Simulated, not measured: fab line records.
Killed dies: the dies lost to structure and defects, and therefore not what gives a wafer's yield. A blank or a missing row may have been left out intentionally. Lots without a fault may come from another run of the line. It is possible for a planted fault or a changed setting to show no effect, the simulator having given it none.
fab line records + flow n5_finfet + part 1 of 2: steps 1 to 5 of 6
[record]
- lots = 9
- wafers = 27
- last_day = 17
route steps=1938 shown BEOL_M1@768 BEOL_M4@1111 PASSIVATION@1936
lots that met no fault: from a run of the same line without faults
start_h: hours from the record's opening day to when the first of the lot's shown wafers began + wait_h: hours from the lot's prior step to this one + " identical to the entry in the row above + L1.1+2: a single row standing in for several wafers + - no value present, or no start provided + * or withheld: withheld + < > ~ a bound
route shown NAME@n: names a module that has steps shown in the file, with the first one's number in the route + usual: average and standard deviation across the fault-free wafers + same: alike in all rows + chamber/n: place in a boat + sites: readings site by site + _std_site: the values' standard deviation + _edge_site: inner sites' mean taken away from outer sites' mean + radius_mm: how far each site lies from the wafer's centre + mask NAME#n: copy n + behind: tool/chamber where the wafer was last shaped + hold: the reason the lot was held/the length of the hold in hours/how it ended + device: whichever transistor did not switch (one of n, p or np) + end of line: the route-end tests of the same wafers + step lacking rows: just its recipe + killed: dies lost to structure and defects at the first sort, not the wafer's yield + map: per-die view of a wafer (x killed, . not killed, _ where there is no die)
set.NAME: setting as actually run; set.NAME@STEP: the setting as run at that earlier step + model.NAME: the simulator's own value behind a step, which no gauge read
the route's steps for a sample of lots (tables are steps, rows are wafers)
services: a tool's chamber out of use, with start hour (start_h, from the record's first day; less than 0 if before it), hours out, and reason
[[steps]]
[step N5_BEOL_M1_ETCH_74]
[recipe]
- chemistry = N2/H2
- target = underlayer
- target_depth_a = 65
- mask_material = CAR-EUV
- time_s = 5.2
- ion_energy_ev = 200
- pressure_mtorr = 30
- source_w = 840
- bias_w = 150
- n2_flow_sccm = 200
- h2_flow_sccm = 200
- ends = cleared
[usual]
- chamber_pressure_mTorr = 30.00/0.041
- drypump_motor_current_A = 5.7/0.53
- etch_rf_on_time_s = 5.20/0.12
- oes_product_au = 0.66/0.061
- rf_vpp_V = 524/3
- showerhead_plenum_p_Torr = 2.55/0.1
- throttle_valve_pct = 17.81/0.27
| lot.wafer | tool        | chamber | start_h | wait_h | chamber_pressure_mTorr | drypump_motor_current_A | etch_rf_on_time_s | oes_product_au | rf_hours_counter_h | rf_vpp_V | showerhead_plenum_p_Torr | throttle_valve_pct |
|-----------|-------------|---------|---------|--------|------------------------|-------------------------|-------------------|----------------|--------------------|----------|--------------------------|--------------------|
| L806.1    | rie_diel-05 | 2       | 145.32  | 0.0    | 29.97                  | 6.8                     | 4.97              | 0.72           | 93                 | 527      | 2.68                     | 17.46              |
| L806.3    | "           | 0       | "       | "      | 29.98                  | 5.6                     | 5.04              | 0.67           | 109                | 517      | 2.35                     | 17.76              |
| L806.6    | "           | 2       | "       | "      | 29.98                  | 6.7                     | 5.01              | 0.71           | -                  | 528      | 2.68                     | 17.44              |
| L812.3    | rie_diel-05 | 1       | 176.42  | 0.0    | 29.90                  | 6.1                     | 5.20              | 0.72           | 58                 | 529      | 2.70                     | 17.60              |
| L812.4    | "           | 0       | "       | "      | 29.99                  | 5.6                     | 5.06              | 0.66           | 117                | 518      | 2.35                     | 17.77              |
| L812.5    | "           | 1       | "       | "      | 30.06                  | 6.1                     | 5.32              | 0.70           | -                  | 529      | 2.70                     | 17.63              |
| L813.2    | rie_diel-05 | 2       | 184.41  | 0.0    | 30.10                  | 6.7                     | 5.05              | 0.71           | 104                | 527      | 2.67                     | 17.46              |
| L813.3    | "           | 1       | "       | "      | 29.95                  | 6.1                     | 5.22              | 0.72           | 60                 | 528      | 2.70                     | 17.62              |
| L813.6    | "           | 3       | "       | "      | 30.06                  | 5.8                     | 5.16              | 0.60           | -                  | 525      | 2.61                     | 17.45              |
| L818.1    | rie_diel-01 | 2       | 209.37  | 0.0    | 30.04                  | 5.0                     | 5.35              | 0.58           | 242                | 522      | 2.51                     | 18.45              |
| L818.4    | "           | 3       | "       | "      | 29.96                  | 5.4                     | 5.26              | 0.58           | 216                | 521      | 2.43                     | 17.96              |
| L818.6    | "           | 3       | "       | "      | 30.00                  | 5.3                     | 5.24              | 0.60           | -                  | 522      | 2.43                     | 17.94              |
| L816.1    | rie_diel-01 | 1       | 212.50  | 0.0    | 30.03                  | 5.8                     | 5.02              | 0.74           | 50                 | 526      | 2.58                     | 17.76              |
| L816.2    | "           | 0       | "       | "      | 30.04                  | 4.9                     | 5.13              | 0.73           | 68                 | 526      | 2.59                     | 18.07              |
| L816.4    | "           | 0       | "       | "      | 30.03                  | 4.9                     | 5.16              | 0.73           | -                  | 527      | 2.59                     | 18.08              |
| L819.1    | rie_diel-03 | 1       | 216.13  | 0.0    | 29.97                  | 6.1                     | 5.23              | 0.73           | 52                 | 523      | 2.50                     | 17.89              |
| L819.3    | "           | 3       | "       | "      | 30.02                  | 5.4                     | 5.25              | 0.59           | 242                | 527      | 2.61                     | 17.94              |
| L819.4    | "           | 0       | "       | "      | 30.03                  | 5.9                     | 5.36              | 0.60           | 172                | 522      | 2.54                     | 18.10              |
| L817.1    | rie_diel-03 | 1       | 225.20  | 0.0    | 30.01                  | 6.1                     | 5.27              | 0.73           | 54                 | 522      | 2.50                     | 17.90              |
| L817.4    | "           | 2       | "       | "      | 29.94                  | 5.1                     | 5.28              | 0.64           | 171                | 518      | 2.41                     | 17.60              |
| L817.6    | "           | 2       | "       | "      | 30.01                  | 5.1                     | 5.24              | 0.64           | -                  | 521      | 2.41                     | 17.60              |
| L824.2    | rie_diel-03 | 0       | 251.50  | 0.0    | 29.96                  | 5.9                     | 5.44              | 0.60           | 184                | 522      | 2.54                     | 18.11              |
| L824.3    | "           | 2       | "       | "      | 30.04                  | 5.0                     | 5.18              | 0.62           | 180                | 521      | 2.41                     | 17.63              |
| L824.4    | "           | 1       | "       | "      | 30.03                  | 6.1                     | 5.19              | 0.72           | -                  | 520      | 2.50                     | 17.92              |
| L825.2    | rie_diel-05 | 3       | 263.66  | 0.0    | 30.00                  | 5.8                     | 5.29              | 0.58           | 236                | 525      | 2.60                     | 17.47              |
| L825.3    | "           | 1       | "       | "      | 29.97                  | 6.1                     | 5.33              | 0.68           | 83                 | 526      | 2.69                     | 17.68              |
| L825.6    | "           | 2       | "       | "      | 30.01                  | 6.7                     | 5.12              | 0.67           | -                  | 526      | 2.66                     | 17.50              |
[step N5_BEOL_M1_ETCH_63]
[recipe]
- chemistry = CF4
- target = SiARC
- target_depth_a = 156
- mask_material = CAR-EUV
- time_s = 26
- ion_energy_ev = 80
- pressure_mtorr = 40
- source_w = 545
- bias_w = 36
- Ar_flow_sccm = 100
- cf4_flow_sccm = 100
- ends = cleared
[usual]
- chamber_pressure_mTorr = 40.00/0.038
- drypump_motor_current_A = 5.7/0.53
- etch_rf_on_time_s = 25.9/0.66
- oes_product_au = 0.67/0.062
- rf_vpp_V = 184.1/1.3
- showerhead_plenum_p_Torr = 2.14/0.075
- throttle_valve_pct = 15.55/0.23
| lot.wafer | tool        | chamber | start_h | wait_h | chamber_pressure_mTorr | drypump_motor_current_A | etch_rf_on_time_s | oes_product_au | rf_hours_counter_h | rf_vpp_V | showerhead_plenum_p_Torr | throttle_valve_pct |
|-----------|-------------|---------|---------|--------|------------------------|-------------------------|-------------------|----------------|--------------------|----------|--------------------------|--------------------|
| L806.1    | rie_diel-05 | 2       | 145.34  | 0.0    | 40.07                  | 6.8                     | 24.8              | 0.71           | 93                 | 184.5    | 2.23                     | 15.11              |
| L806.3    | "           | 0       | "       | "      | 39.93                  | 5.6                     | 25.0              | 0.67           | 109                | 183.1    | 2.00                     | 15.55              |
| L806.6    | "           | 2       | "       | "      | 40.04                  | 6.7                     | 25.0              | 0.71           | -                  | 184.2    | 2.23                     | 15.13              |
| L812.3    | rie_diel-05 | 1       | 176.44  | 0.0    | 39.99                  | 6.1                     | 25.8              | 0.72           | 58                 | 185.7    | 2.26                     | 15.37              |
| L812.4    | "           | 0       | "       | "      | 40.00                  | 5.6                     | 24.8              | 0.67           | 117                | 182.6    | 1.99                     | 15.55              |
| L812.5    | "           | 1       | "       | "      | 40.05                  | 6.1                     | 25.6              | 0.72           | -                  | 185.8    | 2.26                     | 15.37              |
| L813.2    | rie_diel-05 | 2       | 184.42  | 0.0    | 39.99                  | 6.7                     | 25.0              | 0.71           | 104                | 184.6    | 2.23                     | 15.16              |
| L813.3    | "           | 1       | "       | "      | 40.01                  | 6.1                     | 26.0              | 0.72           | 60                 | 185.7    | 2.26                     | 15.39              |
| L813.6    | "           | 3       | "       | "      | 39.96                  | 5.8                     | 26.1              | 0.61           | -                  | 185.3    | 2.20                     | 15.39              |
| L818.1    | rie_diel-01 | 2       | 209.39  | 0.0    | 39.98                  | 5.0                     | 27.1              | 0.58           | 242                | 183.9    | 2.11                     | 16.15              |
| L818.4    | "           | 3       | "       | "      | 40.06                  | 5.3                     | 26.3              | 0.60           | 216                | 183.1    | 2.04                     | 15.66              |
| L818.6    | "           | 3       | "       | "      | 39.97                  | 5.4                     | 26.2              | 0.60           | -                  | 182.9    | 2.04                     | 15.65              |
| L816.1    | rie_diel-01 | 1       | 212.52  | 0.0    | 40.05                  | 5.8                     | 25.0              | 0.74           | 50                 | 184.9    | 2.17                     | 15.58              |
| L816.2    | "           | 0       | "       | "      | 39.99                  | 4.9                     | 25.2              | 0.75           | 68                 | 184.2    | 2.16                     | 15.55              |
| L816.4    | "           | 0       | "       | "      | 39.98                  | 4.9                     | 25.5              | 0.74           | -                  | 185.5    | 2.16                     | 15.56              |
| L819.1    | rie_diel-03 | 1       | 216.14  | 0.0    | 40.07                  | 6.1                     | 25.8              | 0.75           | 52                 | 183.7    | 2.09                     | 15.42              |
| L819.3    | "           | 3       | "       | "      | 40.06                  | 5.4                     | 26.2              | 0.59           | 242                | 184.1    | 2.20                     | 15.68              |
| L819.4    | "           | 0       | "       | "      | 40.02                  | 5.9                     | 27.0              | 0.61           | 172                | 183.7    | 2.13                     | 15.74              |
| L817.1    | rie_diel-03 | 1       | 225.21  | 0.0    | 40.00                  | 6.1                     | 25.8              | 0.74           | 54                 | 184.4    | 2.09                     | 15.45              |
| L817.4    | "           | 2       | "       | "      | 39.94                  | 5.1                     | 25.9              | 0.65           | 171                | 182.1    | 2.06                     | 15.69              |
| L817.6    | "           | 2       | "       | "      | 40.03                  | 5.1                     | 25.8              | 0.64           | -                  | 181.0    | 2.06                     | 15.71              |
| L824.2    | rie_diel-03 | 0       | 251.52  | 0.0    | 40.02                  | 5.9                     | 27.1              | 0.60           | 184                | 182.9    | 2.13                     | 15.75              |
| L824.3    | "           | 2       | "       | "      | 39.99                  | 5.0                     | 25.8              | 0.63           | 180                | 182.5    | 2.06                     | 15.72              |
| L824.4    | "           | 1       | "       | "      | 40.01                  | 6.1                     | 26.0              | 0.73           | -                  | 185.0    | 2.09                     | 15.46              |
| L825.2    | rie_diel-05 | 3       | 263.68  | 0.0    | 39.96                  | 5.7                     | 26.2              | 0.59           | 236                | 186.2    | 2.19                     | 15.45              |
| L825.3    | "           | 1       | "       | "      | 40.05                  | 6.0                     | 26.2              | 0.69           | 83                 | 184.2    | 2.25                     | 15.41              |
| L825.6    | "           | 2       | "       | "      | 40.01                  | 6.7                     | 25.2              | 0.69           | -                  | 184.6    | 2.22                     | 15.18              |
[step N5_BEOL_M1_ALD_98]
[recipe]
- material = SiO2
- target_thk_a = 25
- temp_c = 100
- ald_precursor_family = BDEAS
- ald_co_reactant = O2-plasma
- pulse_time_s = 1
- co_reactant_pulse_time_s = 1
- purge_time_s = 2
- co_reactant_purge_time_s = 2
- ald_cycles = 17
- pressure_torr = 2
[usual]
- ald_cycles = 17/0
- heater_power_w = 81/7.5
- precursor_pulse_height_rel = 0.999/0.021
- susceptor_temp_C = 100.02/0.13
| lot.wafer | tool       | chamber | start_h | wait_h | ald_cycles | heater_power_w | precursor_pulse_height_rel | susceptor_temp_C |
|-----------|------------|---------|---------|--------|------------|----------------|----------------------------|------------------|
| L806.1    | ald_sin-02 | 3       | 146.42  | 0.1    | 17         | 86             | 0.989                      | 99.82            |
| L806.3    | "          | 2       | "       | "      | 17         | 79             | 0.971                      | 100.09           |
| L806.6    | "          | 3       | "       | "      | 17         | 86             | 1.017                      | 99.81            |
| L812.3    | ald_sin-03 | 1       | 177.42  | 0.1    | 12         | 84             | 0.997                      | -                |
| L812.4    | "          | 2       | "       | "      | 12         | 84             | 1.015                      | -                |
| L812.5    | "          | 3       | "       | "      | 12         | 85             | 1.000                      | -                |
| L813.2    | ald_sin-03 | 1       | 185.68  | 0.3    | 12         | 85             | 1.014                      | -                |
| L813.3    | "          | 0       | "       | "      | 12         | 95             | 1.002                      | -                |
| L813.6    | "          | 3       | "       | "      | 12         | 86             | 1.025                      | -                |
| L818.1    | ald_sin-04 | 0       | 210.72  | 0.3    | 17         | 83             | 0.979                      | 99.88            |
| L818.4    | "          | 2       | "       | "      | 17         | 81             | 1.017                      | 100.14           |
| L818.6    | "          | 0       | "       | "      | 17         | 82             | 0.983                      | 100.03           |
| L816.1    | ald_sin-02 | 2       | 213.91  | 0.4    | 17         | 79             | 0.987                      | 99.84            |
| L816.2    | "          | 3       | "       | "      | 17         | 86             | 1.025                      | 100.07           |
| L816.4    | "          | 3       | "       | "      | 17         | 84             | 0.963                      | 100.28           |
| L819.1    | ald_sin-02 | 2       | 218.05  | 0.9    | 17         | 77             | 1.000                      | 100.01           |
| L819.3    | "          | 3       | "       | "      | 17         | 85             | 1.026                      | 100.03           |
| L819.4    | "          | 3       | "       | "      | 17         | 83             | 0.983                      | 100.00           |
| L817.1    | ald_sin-02 | 0       | 226.18  | 0.1    | 17         | 73             | 1.050                      | 99.91            |
| L817.4    | "          | 1       | "       | "      | 17         | 79             | 0.965                      | 99.97            |
| L817.6    | "          | 2       | "       | "      | 17         | 77             | 0.991                      | 99.78            |
| L824.2    | ald_sin-03 | 2       | 252.91  | 0.2    | 17         | 85             | 1.005                      | 99.94            |
| L824.3    | "          | 0       | "       | "      | 17         | 95             | 1.012                      | 100.26           |
| L824.4    | "          | 3       | "       | "      | 17         | 85             | 1.006                      | 100.04           |
| L825.2    | ald_sin-03 | 1       | 265.05  | 0.3    | 17         | 85             | 0.994                      | 99.87            |
| L825.3    | "          | 0       | "       | "      | 17         | 98             | 0.990                      | 99.79            |
| L825.6    | "          | 1       | "       | "      | 17         | 86             | 0.975                      | 99.95            |
[step N5_BEOL_M1_STRIP_97]
[recipe]
- chemistry = N2/H2
- time_s = 10
- power_w = 450
- temp_c = 40
- pressure_mtorr = 20
- rf_frequency_hz = 6e+07
- bias_power_w = 7
- n2_flow_sccm = 200
- h2_flow_sccm = 200
[usual]
- chamber_pressure_mTorr = 20.001/0.017
- drypump_motor_current_A = 5.6/0.5
- oes_product_au = 0.78/0.081
- rf_vpp_V = 59.1/0.87
- showerhead_plenum_p_Torr = 2.53/0.086
- throttle_valve_pct = 23.7/0.41
| lot.wafer | tool        | chamber | start_h | wait_h | chamber_pressure_mTorr | drypump_motor_current_A | oes_product_au | rf_hours_counter_h | rf_vpp_V | showerhead_plenum_p_Torr | throttle_valve_pct |
|-----------|-------------|---------|---------|--------|------------------------|-------------------------|----------------|--------------------|----------|--------------------------|--------------------|
| L806.1    | rie_diel-03 | 1       | -       | -      | 20.002                 | 6.1                     | 0.92           | 31                 | 60.5     | 2.51                     | 23.9               |
| L806.3    | "           | 2       | "       | "      | 20.015                 | 5.1                     | 0.76           | 149                | 58.1     | 2.42                     | 23.0               |
| L806.6    | "           | 3       | "       | "      | 20.034                 | 5.4                     | 0.71           | -                  | 60.1     | 2.61                     | 23.8               |
| L812.3    | rie_diel-03 | 0       | -       | -      | 20.005                 | 5.9                     | 0.73           | 162                | 57.6     | 2.54                     | 24.0               |
| L812.4    | "           | 3       | "       | "      | 20.034                 | 5.4                     | 0.71           | 229                | 59.8     | 2.61                     | 23.8               |
| L812.5    | "           | 1       | "       | "      | 20.001                 | 6.1                     | 0.90           | -                  | 58.0     | 2.51                     | 23.9               |
| L813.2    | rie_diel-05 | 2       | -       | -      | 20.035                 | 6.8                     | 0.81           | 105                | 60.8     | 2.67                     | 23.3               |
| L813.3    | "           | 1       | "       | "      | 20.016                 | 6.1                     | 0.83           | 61                 | 60.4     | 2.70                     | 23.4               |
| L813.6    | "           | 1       | "       | "      | 20.006                 | 6.1                     | 0.83           | -                  | 58.1     | 2.69                     | 23.4               |
| L818.1    | rie_diel-01 | 0       | -       | -      | 20.007                 | 4.9                     | 0.85           | 68                 | 59.1     | 2.59                     | 24.1               |
| L818.4    | "           | 2       | "       | "      | 19.995                 | 5.0                     | 0.68           | 242                | 58.7     | 2.50                     | 24.3               |
| L818.6    | "           | 3       | "       | "      | 20.026                 | 5.4                     | 0.68           | -                  | 59.1     | 2.43                     | 23.7               |
| L816.1    | rie_diel-01 | 2       | -       | -      | 20.009                 | 5.0                     | 0.68           | 244                | 59.6     | 2.50                     | 24.3               |
| L816.2    | "           | 1       | "       | "      | 19.985                 | 5.8                     | 0.84           | 51                 | 58.7     | 2.58                     | 23.5               |
| L816.4    | "           | 2       | "       | "      | 20.012                 | 5.0                     | 0.68           | -                  | 59.2     | 2.50                     | 24.3               |
| L819.1    | rie_diel-01 | 2       | -       | -      | 20.011                 | 5.0                     | 0.68           | 247                | 58.8     | 2.50                     | 24.3               |
| L819.3    | "           | 1       | "       | "      | 19.983                 | 5.8                     | 0.84           | 54                 | 58.5     | 2.57                     | 23.5               |
| L819.4    | "           | 2       | "       | "      | 19.973                 | 5.0                     | 0.68           | -                  | 58.2     | 2.50                     | 24.3               |
| L817.1    | rie_diel-05 | 2       | -       | -      | 19.987                 | 6.7                     | 0.80           | 115                | 60.0     | 2.66                     | 23.3               |
| L817.4    | "           | 3       | "       | "      | 19.984                 | 5.8                     | 0.69           | 223                | 59.6     | 2.60                     | 23.0               |
| L817.6    | "           | 2       | "       | "      | 19.971                 | 6.7                     | 0.79           | -                  | 60.5     | 2.66                     | 23.3               |
| L824.2    | rie_diel-01 | 2       | -       | -      | 20.017                 | 5.0                     | 0.99           | 3                  | 58.2     | 2.50                     | 24.0               |
| L824.3    | "           | 3       | "       | "      | 19.986                 | 5.4                     | 0.67           | 227                | 59.3     | 2.42                     | 23.8               |
| L824.4    | "           | 1       | "       | "      | 20.000                 | 5.8                     | 0.82           | 67                 | 58.3     | 2.57                     | 23.5               |
| L825.2    | rie_diel-03 | 2       | -       | -      | 20.020                 | 5.1                     | 0.73           | 186                | 58.1     | 2.40                     | 23.1               |
| L825.3    | "           | 0       | "       | "      | 19.996                 | 5.9                     | 0.70           | 190                | 59.5     | 2.53                     | 24.1               |
| L825.6    | "           | 1       | "       | "      | 19.986                 | 6.1                     | 0.85           | -                  | 59.2     | 2.49                     | 23.9               |
[step N5_BEOL_M4_RC_MEAS_101]
[usual]
- DIBL_N = 36.3/1.6
- DIBL_P = 36.2/2.1
- IOFF_N = 0.16/0.031
- IOFF_P = 0.21/0.034
- ION_N = 673/11
- ION_P = 461/7.4
- SS_N = 71.6/0.55
- SS_P = 73.3/0.66
- VT_N = 251/3.2
- VT_P = -251/3.5
| lot.wafer | tool      | chamber | start_h | wait_h | DIBL_N[mV/V] | DIBL_P[mV/V] | IOFF_N[nA/um] | IOFF_P[nA/um] | ION_N[uA/um] | ION_P[uA/um] | SS_N[mV/dec] | SS_P[mV/dec] | VT_N[mV] | VT_P[mV] |
|-----------|-----------|---------|---------|--------|--------------|--------------|---------------|---------------|--------------|--------------|--------------|--------------|----------|----------|
| L806.1    | prober-02 | 0       | 185.05  | 0.0    | 36.0         | 35.8         | 0.14          | 0.22          | 661          | 460          | 72.0         | 73.4         | 255      | -250     |
| L806.3    | "         | 0       | "       | "      | 38.8         | 39.2         | 0.20          | 0.28          | 679          | 467          | 71.9         | 74.3         | 249      | -244     |
| L806.6    | "         | 0       | "       | "      | 38.9         | 39.4         | 0.19          | 0.28          | 675          | 473          | 72.2         | 74.7         | 248      | -244     |
| L812.3    | prober-01 | 0       | 211.20  | 0.3    | 34.6         | 34.2         | 0.14          | 0.17          | 675          | 458          | 71.9         | 73.1         | 252      | -255     |
| L812.4    | "         | 0       | "       | "      | 36.0         | 36.7         | 0.18          | 0.20          | 683          | 469          | 71.6         | 73.8         | 249      | -251     |
| L812.5    | "         | 0       | "       | "      | 35.9         | 36.5         | 0.17          | 0.20          | 694          | 469          | 72.3         | 74.3         | 249      | -252     |
| L813.2    | prober-01 | 0       | 222.41  | 0.2    | 35.0         | 33.8         | 0.13          | 0.17          | 672          | 456          | 70.8         | 72.5         | 256      | -254     |
| L813.3    | "         | 0       | "       | "      | 37.7         | 36.7         | 0.19          | 0.21          | 676          | 456          | 72.4         | 73.1         | 249      | -251     |
| L813.6    | "         | 0       | "       | "      | 36.8         | 34.5         | 0.15          | 0.18          | 661          | 453          | 71.7         | 72.5         | 253      | -254     |
| L818.1    | prober-02 | 0       | 245.44  | 0.0    | 37.3         | 38.7         | 0.19          | 0.27          | 687          | 475          | 71.9         | 73.0         | 245      | -241     |
| L818.4    | "         | 0       | "       | "      | 33.8         | 33.8         | 0.12          | 0.20          | 680          | 476          | 70.7         | 72.2         | 252      | -248     |
| L818.6    | "         | 0       | "       | "      | 35.9         | 36.8         | 0.17          | 0.24          | 680          | 469          | 71.6         | 73.1         | 247      | -244     |
| L816.1    | prober-01 | 0       | 245.71  | 0.0    | 36.4         | 38.2         | 0.18          | 0.25          | 687          | 474          | 71.8         | 73.9         | 246      | -248     |
| L816.2    | "         | 0       | "       | "      | 35.1         | 35.3         | 0.15          | 0.19          | 670          | 457          | 71.4         | 73.2         | 249      | -250     |
| L816.4    | "         | 0       | "       | "      | 38.9         | 40.0         | 0.22          | 0.27          | 682          | 467          | 72.6         | 74.5         | 246      | -250     |
| L819.1    | prober-02 | 0       | 253.81  | 0.0    | 36.2         | 33.6         | 0.13          | 0.19          | 663          | 451          | 71.1         | 72.5         | 253      | -255     |
| L819.3    | "         | 0       | "       | "      | 38.6         | 36.5         | 0.18          | 0.23          | 679          | 464          | 71.7         | 73.8         | 252      | -248     |
| L819.4    | "         | 0       | "       | "      | 35.8         | 33.4         | 0.13          | 0.19          | 653          | 456          | 71.4         | 73.3         | 253      | -254     |
| L817.1    | prober-02 | 0       | 256.65  | 0.0    | 36.4         | 34.9         | 0.15          | 0.19          | 674          | 457          | 71.6         | 72.7         | 248      | -251     |
| L817.4    | "         | 0       | "       | "      | 34.2         | 32.6         | 0.12          | 0.16          | 643          | 451          | 71.2         | 71.4         | 255      | -251     |
| L817.6    | "         | 0       | "       | "      | 34.8         | 34.5         | 0.14          | 0.19          | 660          | 459          | 70.7         | 73.0         | 253      | -252     |
| L824.2    | prober-01 | 0       | 295.65  | 0.2    | 34.2         | 32.7         | 0.10          | 0.14          | 656          | 455          | 70.4         | 71.8         | 257      | -254     |
| L824.3    | "         | 0       | "       | "      | 37.2         | 37.0         | 0.15          | 0.19          | 667          | 456          | 71.2         | 72.6         | 251      | -253     |
| L824.4    | "         | 0       | "       | "      | 36.9         | 36.4         | 0.14          | 0.19          | 666          | 463          | 71.6         | 72.9         | 252      | -255     |
| L825.2    | prober-01 | 0       | 298.01  | 0.2    | 37.9         | 38.5         | 0.19          | 0.23          | 687          | 466          | 71.7         | 74.6         | 248      | -249     |
| L825.3    | "         | 0       | "       | "      | 39.1         | 41.1         | 0.23          | 0.28          | 697          | 472          | 73.3         | 74.0         | 245      | -248     |
| L825.6    | "         | 0       | "       | "      | 39.1         | 41.7         | 0.25          | 0.29          | 708          | 478          | 72.5         | 74.3         | 243      | -248     |
[[key]]
[first_sign]
- step = N5_BEOL_M1_ALD_98
- reading = ald_cycles
- direction = down
- sigmas = 99+
- usual = *
- struck = *
effect none on later readings
met_at N5_BEOL_M1_ALD_98
struck_lots L812,L813
not_acting_at N5_BEOL_M1_ETCH_74,N5_BEOL_M1_ETCH_63,N5_BEOL_M1_STRIP_97
[fault]
- kind = process_parameter_drift
- tool = ald_sin-03
- chamber = -
- onset_h = 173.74
- steps = N5_BEOL_M1_ALD_98
- channel = ald_cycles
- offset = *
- shape = step
- end_h = 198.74
- acts_in = *
- stated = *
